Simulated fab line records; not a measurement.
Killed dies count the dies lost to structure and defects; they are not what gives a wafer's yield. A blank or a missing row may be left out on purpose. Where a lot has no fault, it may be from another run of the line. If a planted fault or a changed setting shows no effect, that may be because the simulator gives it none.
fab line records    flow nand-harc
[record] lots = 13  wafers = 39  last-day = 32
route steps=1302 shown A_ZERO_WELL@401 A_ONON_D1@436 A_CHANNEL_HOLE_D1@451 END@1302
lots untouched by any fault: they come from a run of this same line in which no faults occurred
start-h: start of the lot's first displayed wafer, in hours after the record's first day    wait-h: how many hours have passed since the lot's step before this one    " as in the row above    L1.1+2: several wafers, shown together as one row    - no value, or no start was given    * or withheld: withheld    < > ~ a bound
route shown NAME@n: a module of which the file shows steps, and the number in the route of the first    usual: mean and standard deviation over wafers with no fault    same: alike in all rows    chamber/n: place in a boat    sites: the reading at each site    _std_site: the standard deviation of these    _edge_site: inner sites' mean taken away from outer sites' mean    radius-mm: for every site, how far away it sits from the centre of the wafer    mask NAME#n: copy n    behind: the tool/chamber that last shaped the wafer    hold: what put the lot on hold/how long, in hours/how the hold closed    device: whichever transistor did not switch (one of n, p or np)    end of line: the tests these same wafers got at the end of their route    where a step has no rows: the recipe by itself    killed: count of dies lost to structure and defects at first sort (not the wafer's yield)    map: a wafer's dies, marking killed ones x, the rest . and places with no die _
set.NAME: setting as actually run; set.NAME@STEP: the setting as run at that earlier step    model.NAME: the simulator's own value behind a step, which no gauge read
one table for each step of the route and one row for each wafer, over a sample of lots
services: the hour from which a tool's chamber was out of use, counted from the record's first day as start-h (under 0 if before that day), plus the number of hours and why
[[steps]]
[step NHARC_A_ZERO_WELL_CD_MEAS_10]
[recipe] target-cd-nm = 2000  landing-energy-ev = 500
[usual] cd-nm = 1999.9/1.8
lot.wafer  tool       chamber  start-h  wait-h  cd-nm
L670.1     cd-sem-01  0        134.42   -       1999.5
L670.2     "          0        "        "       2000.2
L670.4     "          0        "        "       1997.4
L672.1     cd-sem-03  0        151.71   -       2001.6
L672.2     "          0        "        "       2001.0
L672.4     "          0        "        "       1998.0
L671.1     cd-sem-02  0        152.53   -       2001.4
L671.2     "          0        "        "       1998.3
L671.5     "          0        "        "       1997.3
L673.1     cd-sem-01  0        164.81   -       2002.0
L673.2     "          0        "        "       2001.8
L673.4     "          0        "        "       2001.0
L674.2     cd-sem-01  0        177.17   -       2000.4
L674.4     "          0        "        "       1997.2
L674.5     "          0        "        "       1997.2
L675.1     cd-sem-01  0        182.25   -       1998.6
L675.2     "          0        "        "       2000.5
L675.4     "          0        "        "       2001.8
L676.2     cd-sem-03  0        193.00   -       1998.7
L676.3     "          0        "        "       1999.3
L676.5     "          0        "        "       2000.8
L679.2     cd-sem-02  0        228.41   -       2000.1
L679.3     "          0        "        "       1998.2
L679.5     "          0        "        "       2000.4
L680.1     cd-sem-03  0        239.30   -       2000.5
L680.2     "          0        "        "       2000.2
L680.6     "          0        "        "       1998.0
L682.1     cd-sem-03  0        257.90   -       1998.4
L682.3     "          0        "        "       2000.4
L682.4     "          0        "        "       2001.9
L687.2     cd-sem-03  0        314.85   -       2002.3
L687.3     "          0        "        "       2000.6
L687.6     "          0        "        "       1998.9
L690.1     cd-sem-02  0        336.80   -       1999.3
L690.3     "          0        "        "       1997.7
L690.4     "          0        "        "       2001.5
L691.2     cd-sem-03  0        348.55   -       1997.9
L691.4     "          0        "        "       1998.0
L691.5     "          0        "        "       1997.4
[step NHARC_A_ONON_D1_DEP_16]
[recipe] target-thk-a = 10000  n2-flow-sccm = 2750  n2o-flow-sccm = 2000  nh3-flow-sccm = 500  sih4-flow-sccm = 210  temp-c = 400
lot.wafer   tool           chamber  start-h  wait-h
L670.1+2+4  pecvd-onon-04  0        166.05   0.1
L672.1+2+4  pecvd-onon-02  0        183.43   0.1
L671.1+2+5  pecvd-onon-04  0        183.43   0.1
L673.1+2+4  pecvd-onon-03  0        200.29   0.1
L674.2+4+5  pecvd-onon-03  0        208.85   0.1
L675.1+2+4  pecvd-onon-04  0        215.78   0.1
L676.2+3+5  pecvd-onon-02  0        226.13   0.1
L679.2+3+5  pecvd-onon-04  0        260.04   0.1
L680.1+2+6  pecvd-onon-04  0        271.94   0.1
L682.1+3+4  pecvd-onon-02  0        288.22   0.1
L687.2+3+6  pecvd-onon-04  0        350.15   0.1
L690.1+3+4  pecvd-onon-04  0        366.64   0.1
L691.2+4+5  pecvd-onon-03  0        379.66   0.1
[step NHARC_A_ONON_D1_THK_MEAS_18]
[recipe] thk-meas-gauge = ellipsometry
[usual] thk-nm = 1001/8.9
lot.wafer  tool           chamber  start-h  wait-h  thk-nm
L670.1     film-metro-02  -        166.56   -       991
L670.2     "              -        "        "       990
L670.4     "              -        "        "       989
L672.1     film-metro-02  -        183.94   -       1002
L672.2     "              -        "        "       1001
L672.4     "              -        "        "       1000
L671.1     film-metro-01  -        183.94   -       1014
L671.2     "              -        "        "       1014
L671.5     "              -        "        "       1013
L673.1     film-metro-01  -        200.79   -       1002
L673.2     "              -        "        "       1000
L673.4     "              -        "        "       1001
L674.2     film-metro-02  -        209.31   -       1016
L674.4     "              -        "        "       1018
L674.5     "              -        "        "       1018
L675.1     film-metro-02  -        216.28   -       1000
L675.2     "              -        "        "       1000
L675.4     "              -        "        "       998
L676.2     film-metro-02  -        226.59   -       994
L676.3     "              -        "        "       992
L676.5     "              -        "        "       992
L679.2     film-metro-01  -        260.49   -       990
L679.3     "              -        "        "       990
L679.5     "              -        "        "       992
L680.1     film-metro-02  -        272.45   -       1018
L680.2     "              -        "        "       1018
L680.6     "              -        "        "       1019
L682.1     film-metro-01  -        288.73   -       992
L682.3     "              -        "        "       993
L682.4     "              -        "        "       992
L687.2     film-metro-01  -        350.60   -       1603
L687.3     "              -        "        "       1603
L687.6     "              -        "        "       1604
L690.1     film-metro-02  -        367.15   -       1608
L690.3     "              -        "        "       1608
L690.4     "              -        "        "       1608
L691.2     film-metro-01  -        380.11   -       1002
L691.4     "              -        "        "       1002
L691.5     "              -        "        "       1003
[step NHARC_A_ONON_D1_INSPECT_32]
[usual] raw-defect-count = 73/25
lot.wafer  tool               chamber  start-h  wait-h  raw-defect-count
L670.1     defect-inspect-01  -        169.38   0.0     100
L670.2     "                  -        "        "       76
L670.4     "                  -        "        "       62
L672.1     defect-inspect-02  -        186.74   0.0     76
L672.2     "                  -        "        "       74
L672.4     "                  -        "        "       64
L671.1     defect-inspect-02  -        186.74   0.0     45
L671.2     "                  -        "        "       77
L671.5     "                  -        "        "       68
L673.1     defect-inspect-02  -        203.58   0.0     47
L673.2     "                  -        "        "       40
L673.4     "                  -        "        "       72
L674.2     defect-inspect-02  -        212.12   0.0     98
L674.4     "                  -        "        "       56
L674.5     "                  -        "        "       56
L675.1     defect-inspect-02  -        219.18   0.0     101
L675.2     "                  -        "        "       65
L675.4     "                  -        "        "       81
L676.2     defect-inspect-01  -        229.41   0.0     84
L676.3     "                  -        "        "       57
L676.5     "                  -        "        "       71
L679.2     defect-inspect-02  -        263.30   0.0     60
L679.3     "                  -        "        "       96
L679.5     "                  -        "        "       126
L680.1     defect-inspect-01  -        275.26   0.0     44
L680.2     "                  -        "        "       35
L680.6     "                  -        "        "       49
L682.1     defect-inspect-02  -        291.53   0.0     50
L682.3     "                  -        "        "       69
L682.4     "                  -        "        "       77
L687.2     defect-inspect-01  -        353.42   0.0     85
L687.3     "                  -        "        "       66
L687.6     "                  -        "        "       40
L690.1     defect-inspect-01  -        370.13   0.0     93
L690.3     "                  -        "        "       65
L690.4     "                  -        "        "       63
L691.2     defect-inspect-02  -        382.91   0.0     78
L691.4     "                  -        "        "       94
L691.5     "                  -        "        "       76
[step NHARC_A_CHANNEL_HOLE_D1_DEP_01]
[recipe] target-thk-a = 1400  target-thk-nm = 140  temp-c = 400  pressure-torr = 3.5  flow-sccm = 200  rf-w = 350  material = SiON
[usual] chamber-pressure-Torr = 3.501/0.0068  heater-power-w = 738/89  rf-fwd-power-W = 348.6/1.1
lot.wafer  tool      chamber  start-h  wait-h  chamber-pressure-Torr  heater-power-w  rf-fwd-power-W
L670.2     pecvd-04  1        174.24   1.3     3.502                  752             348.8
L670.1     "         2        "        "       3.490                  676             348.3
L670.4     "         2        "        "       3.498                  701             349.0
L672.1     pecvd-02  0        190.37   1.7     3.512                  905             347.4
L672.2     "         1        "        "       3.515                  596             346.2
L672.4     "         1        "        "       3.501                  593             348.4
L671.1     pecvd-02  1        192.24   1.7     3.504                  599             348.0
L671.2     "         2        "        "       3.490                  762             350.4
L671.5     "         2        "        "       3.497                  795             349.0
L673.1     pecvd-03  0        205.57   1.6     3.505                  694             348.7
L673.2     "         1        "        "       3.502                  755             350.3
L673.4     "         0        "        "       3.498                  720             348.1
L674.2     pecvd-03  2        214.13   1.3     3.513                  733             348.2
L674.5     "         1        "        "       3.518                  832             350.6
L674.4     "         0        "        "       3.509                  718             348.6
L675.2     pecvd-03  2        222.86   1.3     3.499                  806             350.2
L675.1     "         0        "        "       3.509                  640             347.6
L675.4     "         0        "        "       3.505                  646             347.6
L676.3     pecvd-03  1        231.60   1.0     3.513                  830             347.7
L676.2     "         2        "        "       3.505                  740             349.7
L676.5     "         0        "        "       3.491                  730             348.1
L679.3     pecvd-03  2        265.32   1.0     3.507                  776             350.0
L679.2     "         0        "        "       3.504                  708             348.5
L679.5     "         2        "        "       3.499                  782             349.5
L680.1     pecvd-02  0        281.12   1.6     3.494                  821             347.6
L680.2     "         2        "        "       3.493                  717             348.9
L680.6     "         1        "        "       3.506                  605             348.4
L682.1     pecvd-02  0        293.52   1.6     3.498                  750             349.8
L682.3     "         1        "        "       3.494                  558             348.2
L682.4     "         2        "        "       3.504                  667             347.4
L691.2     pecvd-02  0        386.83   1.3     3.510                  887             349.9
L691.4     "         1        "        "       3.491                  575             349.6
L691.5     "         2        "        "       3.503                  776             349.4
[step NHARC_END_SORT_01]
[recipe] temp-c = 25
[usual] killed-at-array = 55/15  killed-at-other = 1.0/1.2  killed-at-periphery = 3.4/2.2  killed-dies = 59/15  killed-open = 3.2/2  killed-short = 2.5/1.7
[same] gross-dies = 677
lot.wafer  tool       chamber  start-h  wait-h  killed-at-array  killed-at-other  killed-at-periphery  killed-dies  killed-open  killed-short
L672.1     prober-02  0        572.51   2.5     47               3                1                    51           2            4
L672.2     prober-02  0        573.29   2.8     47               0                1                    48           2            0
L672.4     prober-02  0        574.85   3.4     51               3                2                    56           1            1
L680.1     prober-01  0        677.56   2.5     36               0                6                    42           2            6
L680.2     prober-01  0        678.37   2.8     34               0                4                    38           1            1
L680.6     prober-01  0        681.60   4.0     30               0                4                    34           0            1
L687.2     prober-01  0        719.91   2.8     670              0                7                    677          2            1
L687.3     prober-01  0        720.72   3.1     668              0                9                    677          3            4
L687.6     prober-01  0        723.16   4.1     669              0                8                    677          4            3
L690.1     prober-02  0        746.17   2.5     671              2                4                    677          7            2
L690.3     prober-02  0        747.79   3.1     674              1                2                    677          2            4
L690.4     prober-02  0        748.59   3.4     675              0                2                    677          5            1
// killed by level:class
L672.1 A_SLIT:chamber-film-flake=24 A_CHANNEL_HOLE_D2:chamber-film-flake=6 A_CONTACT:chamber-film-flake=4 THIN_TSV:chamber-film-flake=3 A_DECK1_JOINT:chamber-film-flake=2 A_STAIRCASE:chamber-film-flake=2 P_M0:geometric-particle:open=1 A_ONON_D2:geometric-particle:short=1
L672.2 A_SLIT:chamber-film-flake=18 A_CHANNEL_HOLE_D2:chamber-film-flake=7 A_CONTACT:chamber-film-flake=5 A_CHANNEL_HOLE_D1:chamber-film-flake=4 A_STAIRCASE:chamber-film-flake=4 A_CONTACT:unspecified=4 A_DECK1_JOINT:chamber-film-flake=2 A_DECK1_JOINT:geometric-particle:open=1
L672.4 A_SLIT:chamber-film-flake=26 A_CHANNEL_HOLE_D2:chamber-film-flake=10 A_CONTACT:chamber-film-flake=5 THIN_TSV:chamber-film-flake=3 A_STAIRCASE:chamber-film-flake=2 A_WL_FILL:chamber-film-flake=2 A_CHANNEL_FILL_D2:geometric-particle:open=1 A_SGD_CUT:geometric-particle:short=1
L680.1 A_CHANNEL_HOLE_D2:chamber-film-flake=12 A_CHANNEL_HOLE_D1:chamber-film-flake=4 A_DECK1_JOINT:chamber-film-flake=4 P_GATE:chamber-film-flake=3 A_CONTACT:chamber-film-flake=3 A_SLIT:chamber-film-flake=3 A_WL_FILL:geometric-particle:short=2 A_STAIRCASE:chamber-film-flake=2
L680.2 A_CHANNEL_HOLE_D2:chamber-film-flake=15 A_CHANNEL_HOLE_D1:chamber-film-flake=8 P_M1:chamber-film-flake=4 A_CONTACT:chamber-film-flake=3 A_STAIRCASE:chamber-film-flake=2 A_SLIT:chamber-film-flake=2 A_CHANNEL_HOLE_D1:geometric-particle:open=1 A_CHANNEL_FILL_D1:geometric-particle:short=1
L680.6 A_CHANNEL_HOLE_D2:chamber-film-flake=13 A_CHANNEL_HOLE_D1:chamber-film-flake=6 A_STAIRCASE:chamber-film-flake=5 P_GATE:chamber-film-flake=3 A_SLIT:chamber-film-flake=3 A_ONON_D2:geometric-particle:short=1 P_M1:chamber-film-flake=1 A_ZERO_WELL:chamber-film-flake=1
L687.2 A_ONON_D1:area-dep=624 A_CHANNEL_HOLE_D1:chamber-film-flake=30 A_CONTACT:chamber-film-flake=8 P_CONTACT:chamber-film-flake=7 A_WL_FILL:chamber-film-flake=3 A_ONON_D1:geometric-particle:open=1 A_DECK1_JOINT:geometric-particle:open=1 A_CHANNEL_FILL_D2:geometric-particle:short=1
L687.3 A_ONON_D1:area-dep=616 A_CHANNEL_HOLE_D1:chamber-film-flake=36 P_CONTACT:chamber-film-flake=5 A_WL_FILL:chamber-film-flake=3 A_CONTACT:chamber-film-flake=3 P_CONTACT:geometric-particle:open=2 A_CHANNEL_FILL_D1:chamber-film-flake=2 A_CHANNEL_FILL_D2:chamber-film-flake=2
L687.6 A_ONON_D1:area-dep=628 A_CHANNEL_HOLE_D1:chamber-film-flake=29 P_CONTACT:chamber-film-flake=6 A_WL_FILL:chamber-film-flake=4 A_SLIT:chamber-film-flake=2 P_GATE:geometric-particle:open=1 P_M1:geometric-particle:short=1 A_ONON_D1:geometric-particle:open=1
L690.1 A_ONON_D1:area-dep=608 A_SLIT:chamber-film-flake=34 A_CHANNEL_HOLE_D1:chamber-film-flake=15 A_CONTACT:chamber-film-flake=6 A_CHANNEL_FILL_D2:geometric-particle:open=2 THIN_TSV:chamber-film-flake=2 P_CONTACT:geometric-particle:open=1 P_M0:geometric-particle:open=1
L690.3 A_ONON_D1:area-dep=591 A_SLIT:chamber-film-flake=37 A_CHANNEL_HOLE_D1:chamber-film-flake=33 A_CONTACT:chamber-film-flake=5 A_WL_FILL:geometric-particle:short=2 P_CONTACT:geometric-particle:open=1 A_ONON_D1:geometric-particle:short=1 A_DECK1_JOINT:geometric-particle:short=1
L690.4 A_ONON_D1:area-dep=617 A_SLIT:chamber-film-flake=29 A_CHANNEL_HOLE_D1:chamber-film-flake=14 A_CONTACT:chamber-film-flake=6 A_BLC:geometric-particle:open=2 A_DECK1_JOINT:chamber-film-flake=2 P_M0:geometric-particle:open=1 A_CHANNEL_HOLE_D2:geometric-particle:open=1
[[services]]
tool           chamber  start-h  hours  kind
pecvd-02       -        152.93   0.6    repair
pecvd-onon-02  -        185.00   13.0   pm
pecvd-03       -        185.38   13.0   pm
pecvd-03       0        185.38   13.0   vent-cycle
pecvd-03       1        185.38   13.0   vent-cycle
pecvd-03       2        185.38   13.0   vent-cycle
pecvd-04       -        192.41   0.8    repair
pecvd-03       0        198.38   -      clean
pecvd-03       1        198.38   -      clean
pecvd-03       2        198.38   -      clean
pecvd-onon-04  -        207.58   5.2    repair
pecvd-onon-03  -        227.00   13.0   pm
pecvd-02       -        227.45   13.0   pm
pecvd-02       0        227.45   13.0   vent-cycle
pecvd-02       1        227.45   13.0   vent-cycle
pecvd-02       2        227.45   13.0   vent-cycle
pecvd-02       0        240.45   -      clean
pecvd-02       1        240.45   -      clean
pecvd-02       2        240.45   -      clean
pecvd-04       -        269.00   13.0   pm
pecvd-onon-04  -        311.24   13.0   pm
pecvd-onon-02  -        366.00   13.0   pm
pecvd-03       -        366.38   13.0   pm
pecvd-02       -        367.09   1.2    repair
[[key]]
[first-sign] step = NHARC_A_ONON_D1_THK_MEAS_18  reading = thk-nm  direction = up  sigmas = 68  usual = 1001  struck = 1606
[effect] step = NHARC_END_SORT_01  reading = killed-dies  direction = up  sigmas = 42  usual = 59  struck = 677
[more-kills-born-at] NHARC_A_ONON_D1_DEP_16@pecvd-onon-04 = 3684
met-at NHARC_A_ONON_D1_DEP_16
struck-lots L687,L690
struck-wafers L687.2,L687.3,L687.6,L690.1,L690.3,L690.4
later-rows-left-out L687.2,L687.3,L687.6,L690.1,L690.3,L690.4
tester-left-out L687,L690
not-acting-at NHARC_A_ZERO_WELL_CD_MEAS_10,NHARC_A_ONON_D1_INSPECT_32,NHARC_A_CHANNEL_HOLE_D1_DEP_01
onset-between 271.94 350.15
[fault] kind = process-parameter-drift  tool = pecvd-onon-04  chamber = 0  onset-h = 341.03  steps = NHARC_A_ONON_D1_DEP_16  channel = target-thk-a  offset = *  shape = step  end-h = 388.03  acts-in = *  stated = *
// tester-left-out: of these lots the tester's yield and bins aren't shown, on N5 and GAA mostly nor the transistor test; their killed dies are dies lost to structure and defects alone, not to doping, threshold or leakage, so they don't give the yield
// later-rows-left-out: the simulator's readings of these wafers behind a module that went badly wrong aren't trusted and aren't shown, but for the sort
